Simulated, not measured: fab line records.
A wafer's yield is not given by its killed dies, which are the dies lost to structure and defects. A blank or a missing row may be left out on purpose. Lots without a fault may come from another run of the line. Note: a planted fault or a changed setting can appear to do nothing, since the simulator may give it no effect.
Code-filled problem report in 8D (eight disciplines) form | flow nand-harc | the parts of the form that need people (team, actions taken, sign-off) are left out

## 1. PROBLEM STATEMENT
Wafers without a fault read 999 nm, standard deviation 9.5; thk-nm at NHARC_A_ONON_D2_THK_MEAS_14 reads a mean of 719 nm on 6 wafers belonging to 2 lots. That is -29 standard deviations from the usual mean.
The step: measures by ellipsometry.
Earliest sighting: wafer L690.1 on film-metro-02 at day 14 21:04. At this step, 36 wafers from 12 lots have a number in the record. Rule for "out" (also "out of limits"): further than 4 standard deviations from the usual mean. Any other wafer with a number is counted as sound.

## 2. WHAT IT IS; WHAT IT IS NOT
question                    | is                     | is not
which readings at this step | thk-nm                 | -
which lots                  | L690, L692             | L684, L685, L686, L700, L701, L703, L704, L705, L706, L707
which wafers of those lots  | all that have a number | -
read on which gauges        | film-metro-02          | film-metro-01
when                        | from day 14 21:04      | up to then (9 sound wafers); but 21 sound wafers of L700, L701, L703, L704, L705, L706, L707 came after

## 3. SUSPECTS, AND WHAT RULES EACH OUT
Counting: a tool at a process step up to the reading stays a suspect if it ran every lot that is out and no sound lot after the first of them.
- the gauge at NHARC_A_ONON_D2_THK_MEAS_14 is ruled out. All the wafers that are out were read on film-metro-02, but those of them that NHARC_END_SORT_01 has rows for are out there too, on other tools.
- rie-si-04 at NHARC_A_CHANNEL_FILL_D1_ETCHBACK_19 (etches the open film in HBr/Cl2, target depth 5 nm, time 1.7 s): ruled out as a lasting fault. Sound lots L705, L706 ran on it after its first lot that is out, L690 (day 12 07:12).
- pecvd-onon-02 at NHARC_A_ONON_D2_DEP_12 (target thk 1000 nm): ruled out as a lasting fault. Sound lots L700, L704, L706 ran on it after its first lot that is out, L690 (day 14 20:34).
Left after counting: nothing in the record.

## 4. THE CAUSE (what the simulator had put in)
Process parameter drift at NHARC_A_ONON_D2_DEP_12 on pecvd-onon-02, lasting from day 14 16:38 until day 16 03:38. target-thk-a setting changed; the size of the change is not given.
Counting ruled it out, wrongly: the rule takes a fault to strike every lot that its tool runs from its start on, and this one did not.

## 5. THE EFFECT CHAIN, in route order
Each row: a reading whose mean over the struck wafers that have a number lies more than 3 standard deviations from the usual. Readings are gone through only where the record gives a usual standard deviation; hours: the median, over the lots, of the time from a lot's start at the first step in this table giving one to that lot's start at this step; sigmas: the change measured in usual standard deviations.
hours | step                        | reading         | usual  | on struck wafers | change | sigmas
0     | NHARC_A_ONON_D2_THK_MEAS_14 | thk-nm          | 999 nm | 719              | -280   | -29
283   | NHARC_END_SORT_01           | killed-at-array | 65     | 672              | +607   | +32
283   | NHARC_END_SORT_01           | killed-dies     | 69     | 677              | +608   | +32

## 6. WHAT WOULD HAVE CAUGHT IT SOONER
The first out-of-limits reading at a measuring or inspecting step in this record came at day 14 21:04, 4 hours after the fault's start at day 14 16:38.
